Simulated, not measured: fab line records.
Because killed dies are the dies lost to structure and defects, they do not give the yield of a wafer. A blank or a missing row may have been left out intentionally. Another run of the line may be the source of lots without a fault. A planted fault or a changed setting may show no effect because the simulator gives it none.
Matching of chambers | flow n5-finfet | 4 sister chambers for N5_PASSIVATION_STRIP_48 on rie-diel-06
The step strips in O2. 16 wafers are shown with their chamber, then 8 later ones without.

WAFERS WITH THEIR CHAMBER
wafer  | chamber | showerhead-plenum-p-Torr (Torr) | drypump-motor-current-A (A) | oes-product-au (a.u.)
L334.1 | 0       | 2.01                            | 5.8                         | 0.80
L334.3 | 3       | 2.05                            | 6.4                         | 0.84
L334.4 | 2       | 2.05                            | 6.3                         | 0.90
L338.1 | 1       | 2.20                            | 5.4                         | 0.79
L338.3 | 0       | 2.01                            | 5.7                         | 0.78
L338.6 | 3       | 2.04                            | 6.4                         | 0.82
L341.1 | 3       | 2.04                            | 6.5                         | 0.84
L341.3 | 1       | 2.20                            | 5.4                         | 0.82
L341.6 | 0       | 2.01                            | 5.8                         | 0.77
L344.1 | 2       | 2.04                            | 6.3                         | 0.88
L344.2 | 1       | 2.20                            | 5.4                         | 0.82
L344.5 | 3       | 2.04                            | 6.4                         | 0.83
L346.1 | 0       | 2.01                            | 5.8                         | 0.73
L346.5 | 2       | 2.04                            | 6.3                         | 0.84
L346.6 | 3       | 2.04                            | 6.4                         | 0.82
L347.1 | 2       | 2.04                            | 6.2                         | 0.83

SIGNATURES, as means of the wafers listed above
reading                  | chamber 0 | chamber 1 | chamber 2 | chamber 3 | scatter within a chamber
showerhead-plenum-p-Torr | 2.0100    | 2.2000    | 2.0425    | 2.0420    | 0.00359
drypump-motor-current-A  | 5.775     | 5.400     | 6.275     | 6.420     | 0.0438
oes-product-au           | 0.7700    | 0.8100    | 0.8625    | 0.8300    | 0.0239
Rule: distance of a wafer from a chamber = root of the sum over the readings of ((wafer's reading minus chamber's mean) / reading's scatter) squared. The wafer belongs to the nearest chamber; if the next one is less than 2 further off, it can't be placed. The scatter is the square root of a quotient: the sum, over the shown wafers, of each reading's squared deviation from its chamber's mean, divided by wafers minus chambers.

WAFERS MISSING THEIR CHAMBER
wafer  | showerhead-plenum-p-Torr (Torr) | drypump-motor-current-A (A) | oes-product-au (a.u.)
L347.2 | 2.01                            | 5.8                         | 0.78
L347.5 | 2.04                            | 6.3                         | 0.87
L352.2 | 2.04                            | 6.3                         | 0.85
L352.3 | 2.00                            | 5.8                         | 0.75
L352.5 | 2.03                            | 6.4                         | 0.81
L351.1 | 2.00                            | 5.8                         | 0.76
L351.2 | 2.03                            | 6.5                         | 0.81
L351.6 | 2.00                            | 5.7                         | 0.76

THE CHAMBER EACH PASSED THROUGH
wafer  | from the rows above     | in truth
L347.2 | 0                       | 0
L347.5 | 2                       | 2
L352.2 | can't be placed: 2 or 3 | 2
L352.3 | 0                       | 0
L352.5 | can't be placed: 3 or 2 | 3
L351.1 | 0                       | 0
L351.2 | 3                       | 3
L351.6 | 0                       | 0
Correctly placed: 6 of 8. Can't be placed from these rows: 2 (the true chamber is among the candidates in 2). Number placed wrongly: 0.
